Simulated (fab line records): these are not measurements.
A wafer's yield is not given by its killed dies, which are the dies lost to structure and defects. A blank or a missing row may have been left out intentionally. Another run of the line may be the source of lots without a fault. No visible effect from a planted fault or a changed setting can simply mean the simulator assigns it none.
fab line records | flow nand-harc
record: lots: 12 wafers: 36 last-day: 33
route steps=1302 shown A_ONON_D2@557 A_CHANNEL_HOLE_D2@577
lots with no fault: from the same line, run without faults
start-h: start of the lot's first displayed wafer, in hours after the record's first day | wait-h: hours since the lot's step before | " repeats the value in the row above | L1.1+2: several wafers, shown together as one row | - either no value or no given start | * or withheld: withheld | < > ~ a bound
route shown NAME@n: NAME is a module with steps in the file, n the number in the route of the first one | usual: mean/standard deviation of fault-free wafers | same: alike in all rows | chamber/n: place in a boat | sites: readings site by site | _std_site: standard deviation across them | _edge_site: inner sites' mean taken away from outer sites' mean | radius-mm: how far each site lies from the wafer's centre | mask NAME#n: copy n | behind: tool/chamber where the wafer was last shaped | hold: the reason the lot was held/the length of the hold in hours/how it ended | device: which transistor (n, p or np) failed to switch | end of line: tests run on the same wafers once the route is complete | step lacking rows: just its recipe | killed: dies that structure and defects cost at the first sort, which is not the same as the wafer's yield | map: dies across one wafer; x = killed, . = not, _ = none there
set.NAME: the run value of the setting; set.NAME@STEP: its run value at that earlier step | model.NAME: the simulator's own value behind a step, which no gauge read
steps of the route over a sample of lots; a table a step, a row a wafer
services: the hour from which a tool's chamber was out of use, counted from the record's first day as start-h (under 0 if before that day), plus the number of hours and why
== steps ==
step: NHARC_A_ONON_D2_THK_MEAS_18
recipe: thk-meas-gauge: ellipsometry
usual: thk-nm: 1004/13
columns lot.wafer tool chamber start-h wait-h thk-nm
L143.1 film-metro-02 - 303.94 - 1019
L143.2 " - " " 1020
L143.6 " - " " 1018
L145.2 film-metro-02 - 322.10 - 999
L145.3 " - " " 999
L145.6 " - " " 998
L146.3 film-metro-01 - 335.59 - 990
L146.4 " - " " 991
L146.5 " - " " 988
L142.1 film-metro-02 - 355.66 - 1014
L142.2 " - " " 1012
L142.3 " - " " 1010
L147.1 film-metro-02 - 360.50 - 992
L147.3 " - " " 995
L147.5 " - " " 993
L157.1 film-metro-02 - 434.24 - 985
L157.3 " - " " 985
L157.6 " - " " 985
L156.1 film-metro-01 - 434.25 - 982
L156.4 " - " " 984
L156.5 " - " " 984
L158.2 film-metro-02 - 452.55 - 1006
L158.4 " - " " 1006
L158.6 " - " " 1005
L160.3 film-metro-02 - 471.15 - 1016
L160.5 " - " " 1017
L160.6 " - " " 1016
L161.1 film-metro-02 - 491.65 - 1000
L161.4 " - " " 1002
L161.5 " - " " 1001
L162.1 film-metro-01 - 491.66 - 1012
L162.5 " - " " 1013
L162.6 " - " " 1013
L164.1 film-metro-01 - 507.25 - 982
L164.3 " - " " 981
L164.6 " - " " 980
step: NHARC_A_CHANNEL_HOLE_D2_SOFTBAKE_05
recipe: temp-c: 105 time-s: 55
usual: heater-power-total-W: 188.44/0.14
same: time-s: 55
columns lot.wafer tool chamber start-h wait-h heater-power-total-W
L143.1 litho-track-04 0 313 - 188.67
L143.2 " 0 " " 188.70
L143.6 " 0 " " 188.35
L145.2 litho-track-01 0 327 - 188.35
L145.3 " 0 " " 188.42
L145.6 " 0 " " 188.29
L146.3 litho-track-04 0 340 - 188.27
L146.4 " 0 " " 188.29
L146.5 " 0 " " 188.57
L142.1 litho-track-04 0 361 - 188.37
L142.2 " 0 " " 188.50
L142.3 " 0 " " 188.78
L147.1 litho-track-04 0 365 - 188.36
L147.3 " 0 " " 188.31
L147.5 " 0 " " 188.70
L157.1 litho-track-04 0 442 - 179.01
L157.3 " 0 " " 178.88
L157.6 " 0 " " 178.75
L156.1 litho-track-04 0 442 - 178.66
L156.4 " 0 " " 178.71
L156.5 " 0 " " 178.96
L158.2 litho-track-01 0 457 - 188.41
L158.4 " 0 " " 188.40
L158.6 " 0 " " 188.31
L160.3 litho-track-01 0 476 - 188.27
L160.5 " 0 " " 188.42
L160.6 " 0 " " 188.35
L161.1 litho-track-01 0 498 - 188.56
L161.4 " 0 " " 188.39
L161.5 " 0 " " 188.67
L162.1 litho-track-04 0 499 - 188.43
L162.5 " 0 " " 188.48
L162.6 " 0 " " 188.43
L164.1 litho-track-06 0 512 - 188.31
L164.3 " 0 " " 188.29
L164.6 " 0 " " 188.43
step: NHARC_A_CHANNEL_HOLE_D2_ETCH_19
recipe: bias-v: 1200 source-w: 2500 pressure-mtorr: 15 time-s: 34.5 ar-flow-sccm: 375 c4f8-flow-sccm: 28.8 o2-flow-sccm: 96.2 temp-c: -20 target-depth-a: * chemistry: C4F8/O2/Ar
usual: c4f8-flow-sccm: 28.80/0.097 drypump-motor-current-A: 5.9/0.48 mfc-ar-sccm: 375.1/1.2 showerhead-plenum-p-Torr: 3.64/0.054 throttle-valve-pct: 37.038/0.0084
same: time-s: 34.5
columns lot.wafer tool chamber start-h wait-h c4f8-flow-sccm drypump-motor-current-A mfc-ar-sccm rf-hours-counter-h showerhead-plenum-p-Torr throttle-valve-pct
L143.1 har-etch-01 1 317.45 2.3 28.88 5.8 377.9 160 3.70 37.056
L143.2 " 0 " " 28.79 6.2 376.1 160 3.59 37.041
L143.6 " 1 " " 28.88 5.8 377.2 - 3.70 37.035
L145.2 har-etch-01 0 329.12 0.1 28.97 6.2 374.3 168 3.58 37.031
L145.3 " 0 " " 28.93 6.2 375.8 - 3.58 37.037
L145.6 " 0 " " 28.95 6.2 374.4 - 3.58 37.039
L146.4 har-etch-01 0 342.61 0.1 28.88 6.3 372.6 - 3.58 37.045
L146.3 " 1 " " 28.73 5.8 374.4 - 3.69 37.040
L146.5 " 0 " " 28.83 6.2 375.0 - 3.58 37.034
L142.2 har-etch-02 1 362.95 0.1 28.70 5.1 376.5 405 3.68 37.028
L142.1 " 0 " " 28.81 6.4 374.7 382 3.68 37.044
L142.3 " 1 " " 28.62 5.1 375.1 - 3.68 37.049
L147.1 har-etch-02 0 367.52 0.1 28.95 6.5 373.2 386 3.68 37.025
L147.3 " 1 " " 28.76 5.1 373.4 - 3.68 37.046
L147.5 " 0 " " 28.74 6.5 374.4 - 3.68 37.037
L157.1 har-etch-02 1 444.00 0.1 28.95 5.1 374.5 27 3.66 37.028
L157.3 " 1 " " 28.79 5.1 374.3 - 3.66 37.038
L157.6 " 0 " " 28.59 6.5 372.2 - 3.66 37.023
L156.1 har-etch-01 0 446.63 1.8 28.78 6.2 373.8 249 3.54 37.028
L156.4 " 1 " " 28.65 5.8 375.2 - 3.65 37.030
L156.5 " 0 " " 28.76 6.2 375.7 - 3.54 37.050
L158.2 har-etch-01 1 461.97 2.4 29.01 5.8 375.4 260 3.64 37.029
L158.4 " 0 " " 28.88 6.2 374.7 - 3.53 37.033
L158.6 " 0 " " 28.83 6.2 374.5 - 3.53 37.039
L160.3 har-etch-01 1 478.56 0.1 28.72 5.8 374.4 - 3.64 37.035
L160.6 " 1 " " 28.72 5.8 374.2 - 3.64 37.044
L160.5 " 0 " " 28.82 6.2 373.4 - 3.53 37.041
L161.1 har-etch-02 0 500.23 0.1 28.91 6.4 375.1 57 3.64 37.040
L161.4 " 0 " " 28.86 6.4 375.9 - 3.64 37.045
L161.5 " 0 " " 28.73 6.4 374.9 - 3.64 37.029
L162.1 har-etch-01 0 502.31 0.8 29.00 6.2 374.6 279 3.52 37.058
L162.5 " 1 " " 28.84 5.8 374.9 - 3.63 37.031
L162.6 " 0 " " 28.96 6.2 374.1 - 3.52 37.043
L164.1 har-etch-01 1 514.27 0.1 28.74 5.9 376.0 283 3.63 37.042
L164.3 " 1 " " 28.89 5.8 375.9 - 3.63 37.044
L164.6 " 1 " " 28.69 5.8 375.7 - 3.63 37.041
step: NHARC_A_CHANNEL_HOLE_D2_ETCH_21
recipe: bias-v: 3000 source-w: withheld pressure-mtorr: 20 time-s: 514.3 ar-flow-sccm: 375 c4f8-flow-sccm: 89.3 o2-flow-sccm: 35.7 temp-c: -20 target-depth-a: 16000 chemistry: C4F8/O2/Ar
usual: c4f8-flow-sccm: 89.30/0.24 drypump-motor-current-A: 5.9/0.48 mfc-ar-sccm: 375.2/1.2 showerhead-plenum-p-Torr: 3.60/0.052 throttle-valve-pct: 32.155/0.01
same: time-s: 514.3
columns lot.wafer tool chamber start-h wait-h c4f8-flow-sccm drypump-motor-current-A mfc-ar-sccm rf-hours-counter-h showerhead-plenum-p-Torr throttle-valve-pct
L143.1 har-etch-01 1 317.88 0.3 89.36 5.8 376.1 161 3.66 32.167
L143.2 " 0 " " 89.26 6.2 375.8 161 3.55 32.147
L143.6 " 1 " " 89.57 5.8 373.6 - 3.66 32.149
L145.2 har-etch-01 0 329.54 0.3 89.30 6.2 373.2 169 3.55 32.152
L145.3 " 0 " " 89.06 6.2 374.8 - 3.55 32.164
L145.6 " 0 " " 89.21 6.2 376.3 - 3.55 32.144
L146.4 har-etch-01 0 343.15 0.3 89.21 6.2 375.6 - 3.54 32.162
L146.3 " 1 " " 89.05 5.8 374.5 - 3.65 32.134
L146.5 " 0 " " 89.21 6.2 377.5 - 3.54 32.171
L142.2 har-etch-02 1 363.39 0.3 88.95 5.1 373.0 406 3.64 32.169
L142.1 " 0 " " 89.21 6.5 374.5 382 3.64 32.151
L142.3 " 1 " " 89.25 5.1 373.4 - 3.64 32.176
L147.1 har-etch-02 0 368.00 0.3 89.24 6.4 374.7 386 3.64 32.150
L147.3 " 1 " " 89.23 5.1 375.8 - 3.64 32.162
L147.5 " 0 " " 89.22 6.4 372.8 - 3.64 32.157
L157.1 har-etch-02 1 444.48 0.3 89.38 5.1 376.7 27 3.62 32.161
L157.3 " 1 " " 89.33 5.1 375.0 - 3.62 32.146
L157.6 " 0 " " 89.62 6.4 376.3 - 3.62 32.132
L156.1 har-etch-01 0 447.07 0.3 89.74 6.2 376.5 249 3.50 32.164
L156.4 " 1 " " 88.82 5.8 375.9 - 3.61 32.158
L156.5 " 0 " " 89.49 6.2 375.5 - 3.50 32.161
L158.2 har-etch-01 1 462.45 0.3 89.52 5.8 374.6 261 3.60 32.143
L158.4 " 0 " " 89.88 6.2 375.0 - 3.50 32.158
L158.6 " 0 " " 89.19 6.2 373.1 - 3.50 32.169
L160.3 har-etch-01 1 479.09 0.3 89.30 5.8 375.2 - 3.60 32.143
L160.6 " 1 " " 89.44 5.8 374.1 - 3.60 32.158
L160.5 " 0 " " 89.53 6.2 375.3 - 3.49 32.152
L161.1 har-etch-02 0 500.66 0.3 89.08 6.4 374.5 58 3.60 32.162
L161.4 " 0 " " 89.16 6.5 373.7 - 3.60 32.171
L161.5 " 0 " " 88.93 6.5 375.4 - 3.60 32.151
L162.1 har-etch-01 0 502.78 0.3 88.94 6.2 372.9 280 3.49 32.168
L162.5 " 1 " " 89.05 5.8 375.7 - 3.59 32.134
L162.6 " 0 " " 89.01 6.2 374.9 - 3.49 32.154
L164.1 har-etch-01 1 514.68 0.3 89.19 5.8 375.7 283 3.59 32.162
L164.3 " 1 " " 89.28 5.8 375.8 - 3.59 32.175
L164.6 " 1 " " 89.12 5.8 377.7 - 3.59 32.158
== services ==
columns tool chamber start-h hours kind
har-etch-02 0 318.39 - consumable-replace:focus-ring
har-etch-02 0 318.39 17.0 scheduled-down
har-etch-02 0 318.39 17.0 vent-cycle
litho-track-01 - 330.00 7.0 pm
litho-track-06 - 354.00 7.0 pm
har-etch-02 - 377.00 17.0 pm
har-etch-02 0 377.00 17.0 vent-cycle
har-etch-02 1 377.00 17.0 vent-cycle
litho-track-04 - 378.00 7.0 pm
har-etch-02 0 394.00 - clean
har-etch-02 1 394.00 - clean
har-etch-02 1 394.00 - consumable-replace:esc
har-etch-02 1 394.00 - consumable-replace:focus-ring
har-etch-01 - 414.29 0.2 repair
litho-track-01 - 505.00 7.0 pm
== key ==
first-sign: step: NHARC_A_CHANNEL_HOLE_D2_SOFTBAKE_05 reading: heater-power-total-W direction: down sigmas: 71 usual: * struck: *
effect none on later readings
met-at NHARC_A_CHANNEL_HOLE_D2_SOFTBAKE_05
struck-lots L156,L157
tester-left-out L156,L157
not-acting-at NHARC_A_ONON_D2_THK_MEAS_18,NHARC_A_CHANNEL_HOLE_D2_ETCH_19,NHARC_A_CHANNEL_HOLE_D2_ETCH_21
onset-between 365 442
fault: kind: process-parameter-drift tool: litho-track-04 chamber: - onset-h: 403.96 steps: NHARC_A_CHANNEL_HOLE_D2_SOFTBAKE_05 channel: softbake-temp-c offset: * shape: step end-h: 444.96 acts-in: * stated: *
tester-left-out: of these lots the tester's yield and bins aren't shown, on N5 and GAA mostly nor the transistor test; their killed dies are dies lost to structure and defects alone, not to doping, threshold or leakage, so they don't give the yield
